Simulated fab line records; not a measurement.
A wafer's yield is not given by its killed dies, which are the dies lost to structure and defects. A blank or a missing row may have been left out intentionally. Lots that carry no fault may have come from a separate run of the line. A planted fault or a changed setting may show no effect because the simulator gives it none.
fab line records	flow n5-finfet
record: lots: 24	wafers: 72	last-day: 18
route steps=1938 shown BEOL_M2@901 BEOL_M3@945
lots that met no fault: from a run of the same line without faults
start-h: the number of hours between the record's first day and the start of the first shown wafer of the lot	wait-h: hours since the lot's step before	" repeats the value in the row above	L1.1+2: one row covering several wafers at once	- no value present, or no start provided	* or withheld: withheld	< > ~ a bound
route shown NAME@n: NAME is a module with steps in the file, n the number in the route of the first one	usual: mean/standard deviation of fault-free wafers	same: alike in all rows	chamber/n: place in a boat	sites: the reading at each site	_std_site: the standard deviation of these	_edge_site: inner sites' mean taken away from outer sites' mean	radius-mm: how far each site lies from the wafer's centre	mask NAME#n: copy n	behind: the last tool/chamber to shape the wafer	hold: cause of the lot's hold/its duration in hours/its outcome	device: the n, p or np transistor that did not switch	end of line: tests run on the same wafers once the route is complete	a step without rows: its recipe alone	killed: dies that structure and defects cost at the first sort, which is not the same as the wafer's yield	map: per-die view of a wafer (x killed, . not killed, _ where there is no die)
set.NAME: the run value of the setting; set.NAME@STEP: its run value at that earlier step	model.NAME: the simulator's own value behind a step, which no gauge read
the route's steps for a sample of lots (tables are steps, rows are wafers)
services: when a tool's chamber went out of use (start-h, in hours from the record's first day, below 0 if earlier), for how many hours, and the reason
== steps ==
step: N5_BEOL_M2_ALD_84
recipe: material: TaN	target-thk-a: *	temp-c: 275	ald-precursor-family: PDMAT	ald-co-reactant: NH3	pressure-torr: 3	carrier-flow-sccm: 1500	pulse-time-s: 2	purge-time-s: 3	co-reactant-purge-time-s: 2	co-reactant-pulse-time-s: 3	ald-cycles: 30	precursor-vessel-temp-c: 75	precursor-vessel-pressure-torr: 26.25	precursor-vessel-carrier-sccm: 1000
usual: heater-power-w: 427/54
lot.wafer	tool	chamber	start-h	wait-h	heater-power-w
L074.1	ald-metal-01	1	136.99	0.2	450
L074.2	"	3	"	"	400
L074.3	"	0	"	"	399
L075.1	ald-metal-01	0	142.37	0.0	398
L075.4	"	3	"	"	386
L075.6	"	0	"	"	398
L077.4	ald-metal-01	0	154.89	0.0	416
L077.5	"	1	"	"	469
L077.6	"	2	"	"	482
L076.3	ald-metal-03	2	155.10	0.0	442
L076.4	"	1	"	"	502
L076.5	"	3	"	"	364
L079.1	ald-metal-03	1	170.20	0.1	505
L079.2	"	3	"	"	381
L079.3	"	0	"	"	345
L078.2	ald-metal-01	2	173.71	0.0	494
L078.4	"	3	"	"	395
L078.5	"	0	"	"	407
L080.2	ald-metal-01	2	177.74	0.1	493
L080.4	"	1	"	"	466
L080.5	"	1	"	"	458
L081.2	ald-metal-01	1	186.47	0.0	471
L081.3	"	2	"	"	492
L081.5	"	2	"	"	485
L083.1	ald-metal-02	3	190.15	0.1	323
L083.3	"	2	"	"	476
L083.4	"	1	"	"	307
L082.1	ald-metal-01	2	193.56	0.1	488
L082.4	"	0	"	"	385
L082.6	"	1	"	"	464
L084.1	ald-metal-03	2	200.18	0.0	443
L084.4	"	3	"	"	374
L084.6	"	0	"	"	340
L085.1	ald-metal-03	3	208.92	0.0	368
L085.2	"	1	"	"	495
L085.3	"	2	"	"	436
L086.3	ald-metal-01	0	226.54	0.0	409
L086.4	"	1	"	"	468
L086.6	"	1	"	"	452
L087.2	ald-metal-01	2	231.04	0.1	477
L087.3	"	0	"	"	406
L087.4	"	3	"	"	386
L088.3	ald-metal-03	3	233.87	0.0	378
L088.4	"	0	"	"	340
L088.5	"	1	"	"	501
L089.2	ald-metal-03	0	234.46	0.1	339
L089.4	"	2	"	"	454
L089.5	"	3	"	"	379
L090.1	ald-metal-01	0	238.92	0.1	402
L090.2	"	3	"	"	390
L090.3	"	1	"	"	473
L091.1	ald-metal-03	3	247.02	0.0	368
L091.5	"	0	"	"	344
L091.6	"	3	"	"	368
L092.1	ald-metal-01	1	250.86	0.0	469
L092.3	"	2	"	"	491
L092.4	"	3	"	"	393
L094.2	ald-metal-01	2	260.47	0.0	489
L094.3	"	1	"	"	457
L094.5	"	3	"	"	390
L093.2	ald-metal-01	1	271.24	0.0	452
L093.4	"	0	"	"	399
L093.6	"	0	"	"	409
L095.1	ald-metal-02	3	274.92	0.0	319
L095.4	"	0	"	"	462
L095.6	"	0	"	"	479
L096.1	ald-metal-01	1	281.39	0.0	468
L096.4	"	3	"	"	392
L096.6	"	2	"	"	495
L097.2	ald-metal-01	3	289.12	0.1	394
L097.5	"	3	"	"	385
L097.6	"	2	"	"	485
step: N5_BEOL_M2_ANNEAL_89
recipe: temp-c: 400	time-s: 240	ambient: vacuum
usual: heater-power-w: 798/85
lot.wafer	tool	chamber	start-h	wait-h	heater-power-w
L074.1	pvd-sputter-01	-	138.67	0.0	842
L074.2	"	-	"	"	892
L074.3	"	-	"	"	738
L075.1	pvd-sputter-03	-	144.42	0.0	639
L075.4	"	-	"	"	778
L075.6	"	-	"	"	659
L077.4	pvd-sputter-01	-	156.66	0.0	908
L077.5	"	-	"	"	866
L077.6	"	-	"	"	809
L076.3	pvd-sputter-03	-	158.05	0.0	755
L076.4	"	-	"	"	648
L076.5	"	-	"	"	942
L079.1	pvd-sputter-01	-	171.64	0.0	860
L079.2	"	-	"	"	734
L079.3	"	-	"	"	795
L078.2	pvd-sputter-02	-	175.12	0.0	885
L078.4	"	-	"	"	787
L078.5	"	-	"	"	782
L080.2	pvd-sputter-03	-	185.67	0.0	691
L080.4	"	-	"	"	769
L080.5	"	-	"	"	660
L081.2	pvd-sputter-03	-	187.95	0.0	958
L081.3	"	-	"	"	692
L081.5	"	-	"	"	694
L083.1	pvd-sputter-01	-	191.91	0.0	823
L083.3	"	-	"	"	716
L083.4	"	-	"	"	895
L082.1	pvd-sputter-02	-	195.22	0.0	866
L082.4	"	-	"	"	835
L082.6	"	-	"	"	882
L084.1	pvd-sputter-01	-	203.58	0.0	713
L084.4	"	-	"	"	867
L084.6	"	-	"	"	822
L085.1	pvd-sputter-03	-	210.54	0.0	761
L085.2	"	-	"	"	646
L085.3	"	-	"	"	695
L086.3	pvd-sputter-03	-	228.02	0.0	783
L086.4	"	-	"	"	658
L086.6	"	-	"	"	695
L087.2	pvd-sputter-02	-	232.74	0.0	862
L087.3	"	-	"	"	845
L087.4	"	-	"	"	884
L088.3	pvd-sputter-01	-	235.52	0.0	738
L088.4	"	-	"	"	862
L088.5	"	-	"	"	831
L089.2	pvd-sputter-03	-	237.05	0.0	751
L089.4	"	-	"	"	654
L089.5	"	-	"	"	767
L090.1	pvd-sputter-02	-	240.79	0.0	839
L090.2	"	-	"	"	899
L090.3	"	-	"	"	808
L091.1	pvd-sputter-01	-	248.57	0.0	813
L091.5	"	-	"	"	732
L091.6	"	-	"	"	791
L092.1	pvd-sputter-01	-	254.08	0.0	816
L092.3	"	-	"	"	811
L092.4	"	-	"	"	712
L094.2	pvd-sputter-02	-	261.94	0.0	857
L094.3	"	-	"	"	830
L094.5	"	-	"	"	797
L093.2	pvd-sputter-02	-	272.72	0.0	844
L093.4	"	-	"	"	829
L093.6	"	-	"	"	797
L095.1	pvd-sputter-03	-	278.01	0.0	784
L095.4	"	-	"	"	650
L095.6	"	-	"	"	659
L096.1	pvd-sputter-03	-	283.22	0.0	683
L096.4	"	-	"	"	949
L096.6	"	-	"	"	961
L097.2	pvd-sputter-02	-	290.79	0.0	786
L097.5	"	-	"	"	794
L097.6	"	-	"	"	891
step: N5_BEOL_M2_ANNEAL_93
recipe: temp-c: 400	time-s: 240	ambient: vacuum
usual: heater-power-w: 796/85
lot.wafer	tool	chamber	start-h	wait-h	heater-power-w
L074.1	pvd-sputter-01	-	139.11	0.0	822
L074.2	"	-	"	"	877
L074.3	"	-	"	"	716
L075.1	pvd-sputter-03	-	144.92	0.0	652
L075.4	"	-	"	"	767
L075.6	"	-	"	"	647
L077.4	pvd-sputter-01	-	157.10	0.0	856
L077.5	"	-	"	"	868
L077.6	"	-	"	"	816
L076.3	pvd-sputter-03	-	158.49	0.0	757
L076.4	"	-	"	"	646
L076.5	"	-	"	"	967
L079.1	pvd-sputter-01	-	172.08	0.0	859
L079.2	"	-	"	"	724
L079.3	"	-	"	"	800
L078.2	pvd-sputter-02	-	175.56	0.0	907
L078.4	"	-	"	"	787
L078.5	"	-	"	"	791
L080.2	pvd-sputter-03	-	186.11	0.0	704
L080.4	"	-	"	"	773
L080.5	"	-	"	"	660
L081.2	pvd-sputter-03	-	188.39	0.0	927
L081.3	"	-	"	"	694
L081.5	"	-	"	"	678
L083.1	pvd-sputter-01	-	192.35	0.0	800
L083.3	"	-	"	"	725
L083.4	"	-	"	"	871
L082.1	pvd-sputter-02	-	195.66	0.0	865
L082.4	"	-	"	"	863
L082.6	"	-	"	"	872
L084.1	pvd-sputter-01	-	204.02	0.0	726
L084.4	"	-	"	"	882
L084.6	"	-	"	"	838
L085.1	pvd-sputter-03	-	210.98	0.0	764
L085.2	"	-	"	"	650
L085.3	"	-	"	"	697
L086.3	pvd-sputter-03	-	228.46	0.0	779
L086.4	"	-	"	"	653
L086.6	"	-	"	"	704
L087.2	pvd-sputter-02	-	233.18	0.0	826
L087.3	"	-	"	"	836
L087.4	"	-	"	"	897
L088.3	pvd-sputter-01	-	235.96	0.0	725
L088.4	"	-	"	"	856
L088.5	"	-	"	"	803
L089.2	pvd-sputter-03	-	237.49	0.0	773
L089.4	"	-	"	"	656
L089.5	"	-	"	"	746
L090.1	pvd-sputter-02	-	241.23	0.0	842
L090.2	"	-	"	"	891
L090.3	"	-	"	"	813
L091.1	pvd-sputter-01	-	249.01	0.0	842
L091.5	"	-	"	"	724
L091.6	"	-	"	"	797
L092.1	pvd-sputter-01	-	254.52	0.0	832
L092.3	"	-	"	"	812
L092.4	"	-	"	"	712
L094.2	pvd-sputter-02	-	262.38	0.0	828
L094.3	"	-	"	"	853
L094.5	"	-	"	"	791
L093.2	pvd-sputter-02	-	273.16	0.0	852
L093.4	"	-	"	"	844
L093.6	"	-	"	"	794
L095.1	pvd-sputter-03	-	278.45	0.0	769
L095.4	"	-	"	"	647
L095.6	"	-	"	"	666
L096.1	pvd-sputter-03	-	283.66	0.0	702
L096.4	"	-	"	"	944
L096.6	"	-	"	"	951
L097.2	pvd-sputter-02	-	291.23	0.0	804
L097.5	"	-	"	"	785
L097.6	"	-	"	"	886
step: N5_BEOL_M3_OVL_MEAS_12
recipe: points-per-wafer: 522
usual: M3_OVL: 0.0/0.66
lot.wafer	tool	chamber	start-h	wait-h	M3_OVL[nm]
L074.1	overlay-02	0	142.27	0.0	1.1
L074.2	"	0	"	"	0.1
L074.3	"	0	"	"	0.2
L075.1	overlay-02	0	148.49	0.0	0.7
L075.4	"	0	"	"	-0.2
L075.6	"	0	"	"	0.2
L077.4	overlay-02	0	159.77	0.0	-0.9
L077.5	"	0	"	"	-0.1
L077.6	"	0	"	"	-0.7
L076.3	overlay-02	0	162.61	0.0	0.3
L076.4	"	0	"	"	-0.6
L076.5	"	0	"	"	-0.4
L079.1	overlay-01	0	175.17	0.0	0.6
L079.2	"	0	"	"	0.9
L079.3	"	0	"	"	0.1
L078.2	overlay-02	0	178.07	0.0	-0.2
L078.4	"	0	"	"	0.2
L078.5	"	0	"	"	0.8
L080.2	overlay-01	0	189.84	0.0	0.2
L080.4	"	0	"	"	-0.2
L080.5	"	0	"	"	-0.6
L081.2	overlay-02	0	191.00	0.0	-0.6
L081.3	"	0	"	"	0.3
L081.5	"	0	"	"	-0.1
L083.1	overlay-02	0	197.03	0.0	1.2
L083.3	"	0	"	"	0.9
L083.4	"	0	"	"	1.3
L082.1	overlay-01	0	199.14	0.0	0.8
L082.4	"	0	"	"	-0.4
L082.6	"	0	"	"	0.4
L084.1	overlay-01	0	207.98	0.0	-0.6
L084.4	"	0	"	"	-0.8
L084.6	"	0	"	"	-0.4
L085.1	overlay-01	0	213.17	0.0	-0.1
L085.2	"	0	"	"	0.2
L085.3	"	0	"	"	-0.6
L086.3	overlay-01	0	230.68	0.0	0.3
L086.4	"	0	"	"	-0.6
L086.6	"	0	"	"	0.7
L087.2	overlay-02	0	236.95	0.0	0.0
L087.3	"	0	"	"	1.3
L087.4	"	0	"	"	0.6
L088.3	overlay-01	0	238.38	0.0	-1.2
L088.4	"	0	"	"	-0.6
L088.5	"	0	"	"	-0.6
L089.2	overlay-02	0	240.37	0.0	0.1
L089.4	"	0	"	"	0.0
L089.5	"	0	"	"	0.2
L090.1	overlay-01	0	245.69	0.0	1.2
L090.2	"	0	"	"	0.1
L090.3	"	0	"	"	-0.6
L091.1	overlay-01	0	251.33	0.0	-0.4
L091.5	"	0	"	"	-1.1
L091.6	"	0	"	"	-1.3
L092.1	overlay-01	0	256.62	0.0	-0.2
L092.3	"	0	"	"	-0.6
L092.4	"	0	"	"	-0.3
L094.2	overlay-02	0	264.47	0.0	-0.3
L094.3	"	0	"	"	0.7
L094.5	"	0	"	"	0.0
L093.2	overlay-02	0	275.37	0.0	-1.0
L093.4	"	0	"	"	-0.1
L093.6	"	0	"	"	0.0
L095.1	overlay-02	0	281.76	0.0	0.5
L095.4	"	0	"	"	0.8
L095.6	"	0	"	"	0.7
L096.1	overlay-02	0	288.30	0.0	-0.9
L096.4	"	0	"	"	-0.5
L096.6	"	0	"	"	-1.6
L097.2	overlay-01	0	293.48	0.0	-0.7
L097.5	"	0	"	"	1.3
L097.6	"	0	"	"	0.2
step: N5_BEOL_M3_SPUTTER_48
recipe: material: Cu	target-thk-a: 45	temp-c: -20	chamber-pressure-pa: 0.07	power-w: withheld	time-s: 8.29
usual: throttle-valve-pct: 29.8/0.9
lot.wafer	tool	chamber	start-h	wait-h	throttle-valve-pct
L074.1	pvd-sputter-02	-	146.11	0.2	28.8
L074.2	"	-	"	"	27.9
L074.3	"	-	"	"	30.8
L075.1	pvd-sputter-01	-	151.42	0.1	30.1
L075.4	"	-	"	"	29.2
L075.6	"	-	"	"	29.1
L077.4	pvd-sputter-03	-	168.24	2.4	30.2
L077.5	"	-	"	"	29.4
L077.6	"	-	"	"	29.8
L076.3	pvd-sputter-03	-	171.90	0.1	29.3
L076.4	"	-	"	"	30.4
L076.5	"	-	"	"	29.8
L079.1	pvd-sputter-01	-	178.64	0.1	30.8
L079.2	"	-	"	"	30.4
L079.3	"	-	"	"	28.6
L078.2	pvd-sputter-02	-	186.85	0.1	28.0
L078.4	"	-	"	"	28.9
L078.5	"	-	"	"	27.9
L080.2	pvd-sputter-02	-	196.14	1.9	29.1
L080.4	"	-	"	"	30.8
L080.5	"	-	"	"	29.2
L081.2	pvd-sputter-03	-	200.66	0.2	29.4
L081.3	"	-	"	"	30.8
L081.5	"	-	"	"	29.4
L083.1	pvd-sputter-02	-	200.78	0.2	30.9
L083.3	"	-	"	"	30.7
L083.4	"	-	"	"	28.8
L082.1	pvd-sputter-01	-	205.12	0.3	30.3
L082.4	"	-	"	"	29.2
L082.6	"	-	"	"	29.5
L084.1	pvd-sputter-03	-	214.56	1.7	29.3
L084.4	"	-	"	"	29.5
L084.6	"	-	"	"	30.8
L085.1	pvd-sputter-03	-	218.41	0.5	29.5
L085.2	"	-	"	"	30.7
L085.3	"	-	"	"	30.5
L086.3	pvd-sputter-03	-	234.01	0.2	29.9
L086.4	"	-	"	"	30.9
L086.6	"	-	"	"	30.9
L087.2	pvd-sputter-02	-	242.78	0.1	30.6
L087.3	"	-	"	"	27.9
L087.4	"	-	"	"	29.1
L088.3	pvd-sputter-01	-	244.67	1.1	31.0
L088.4	"	-	"	"	29.4
L088.5	"	-	"	"	29.4
L089.2	pvd-sputter-02	-	247.40	0.2	27.9
L089.4	"	-	"	"	30.4
L089.5	"	-	"	"	27.8
L090.1	pvd-sputter-01	-	256.59	0.1	30.1
L090.2	"	-	"	"	29.5
L090.3	"	-	"	"	30.8
L091.1	pvd-sputter-02	-	258.18	1.2	27.8
L091.5	"	-	"	"	27.7
L091.6	"	-	"	"	30.9
L092.1	pvd-sputter-03	-	261.26	0.3	29.6
L092.3	"	-	"	"	29.5
L092.4	"	-	"	"	30.1
L094.2	pvd-sputter-01	-	274.97	0.1	29.4
L094.3	"	-	"	"	30.9
L094.5	"	-	"	"	30.9
L093.2	pvd-sputter-01	-	278.67	0.1	30.3
L093.4	"	-	"	"	30.8
L093.6	"	-	"	"	30.8
L095.1	pvd-sputter-03	-	286.79	1.8	29.5
L095.4	"	-	"	"	29.5
L095.6	"	-	"	"	30.6
L096.1	pvd-sputter-03	-	293.06	0.1	30.8
L096.4	"	-	"	"	29.5
L096.6	"	-	"	"	29.3
L097.2	pvd-sputter-03	-	318.69	0.1	29.5
L097.5	"	-	"	"	29.3
L097.6	"	-	"	"	31.0
step: N5_BEOL_M3_ANNEAL_82
recipe: temp-c: 400	time-s: 240	ambient: vacuum
usual: heater-power-w: 802/88
lot.wafer	tool	chamber	start-h	wait-h	heater-power-w
L074.1	pvd-sputter-02	-	146.63	0.0	776
L074.2	"	-	"	"	874
L074.3	"	-	"	"	820
L075.1	pvd-sputter-01	-	151.94	0.0	883
L075.4	"	-	"	"	819
L075.6	"	-	"	"	828
L077.4	pvd-sputter-03	-	168.76	0.0	773
L077.5	"	-	"	"	667
L077.6	"	-	"	"	762
L076.3	pvd-sputter-03	-	172.42	0.0	953
L076.4	"	-	"	"	764
L076.5	"	-	"	"	944
L079.1	pvd-sputter-01	-	179.16	0.0	791
L079.2	"	-	"	"	844
L079.3	"	-	"	"	807
L078.2	pvd-sputter-02	-	187.37	0.0	886
L078.4	"	-	"	"	790
L078.5	"	-	"	"	898
L080.2	pvd-sputter-02	-	196.66	0.0	792
L080.4	"	-	"	"	829
L080.5	"	-	"	"	789
L081.2	pvd-sputter-03	-	201.18	0.0	667
L081.3	"	-	"	"	700
L081.5	"	-	"	"	942
L083.1	pvd-sputter-02	-	201.30	0.0	835
L083.3	"	-	"	"	844
L083.4	"	-	"	"	783
L082.1	pvd-sputter-01	-	205.64	0.0	867
L082.4	"	-	"	"	845
L082.6	"	-	"	"	713
L084.1	pvd-sputter-03	-	215.08	0.0	937
L084.4	"	-	"	"	650
L084.6	"	-	"	"	698
L085.1	pvd-sputter-03	-	218.93	0.0	956
L085.2	"	-	"	"	697
L085.3	"	-	"	"	771
L086.3	pvd-sputter-03	-	234.53	0.0	753
L086.4	"	-	"	"	695
L086.6	"	-	"	"	692
L087.2	pvd-sputter-02	-	243.30	0.0	841
L087.3	"	-	"	"	876
L087.4	"	-	"	"	786
L088.3	pvd-sputter-01	-	245.19	0.0	811
L088.4	"	-	"	"	720
L088.5	"	-	"	"	820
L089.2	pvd-sputter-02	-	247.92	0.0	883
L089.4	"	-	"	"	806
L089.5	"	-	"	"	896
L090.1	pvd-sputter-01	-	257.11	0.0	871
L090.2	"	-	"	"	730
L090.3	"	-	"	"	807
L091.1	pvd-sputter-02	-	258.70	0.0	886
L091.5	"	-	"	"	878
L091.6	"	-	"	"	870
L092.1	pvd-sputter-03	-	261.78	0.0	666
L092.3	"	-	"	"	941
L092.4	"	-	"	"	757
L094.2	pvd-sputter-01	-	275.49	0.0	704
L094.3	"	-	"	"	793
L094.5	"	-	"	"	820
L093.2	pvd-sputter-01	-	279.19	0.0	880
L093.4	"	-	"	"	803
L093.6	"	-	"	"	817
L095.1	pvd-sputter-03	-	287.31	0.0	663
L095.4	"	-	"	"	957
L095.6	"	-	"	"	686
L096.1	pvd-sputter-03	-	293.58	0.0	687
L096.4	"	-	"	"	925
L096.6	"	-	"	"	956
L097.2	pvd-sputter-03	-	319.21	0.0	641
L097.5	"	-	"	"	947
L097.6	"	-	"	"	689
== services ==
tool	chamber	start-h	hours	kind
ald-metal-01	-	201.96	1.6	repair
ald-metal-02	-	218.63	1.0	repair
ald-metal-03	-	279.97	14.6	pm
ald-metal-03	-	300.56	8.7	pm
ald-metal-01	3	304.24	30.4	repair
pvd-sputter-02	-	305.99	6.3	repair
ald-metal-01	-	307.80	0.6	repair
ald-metal-02	0	310.04	68.7	repair
== key ==
fault none
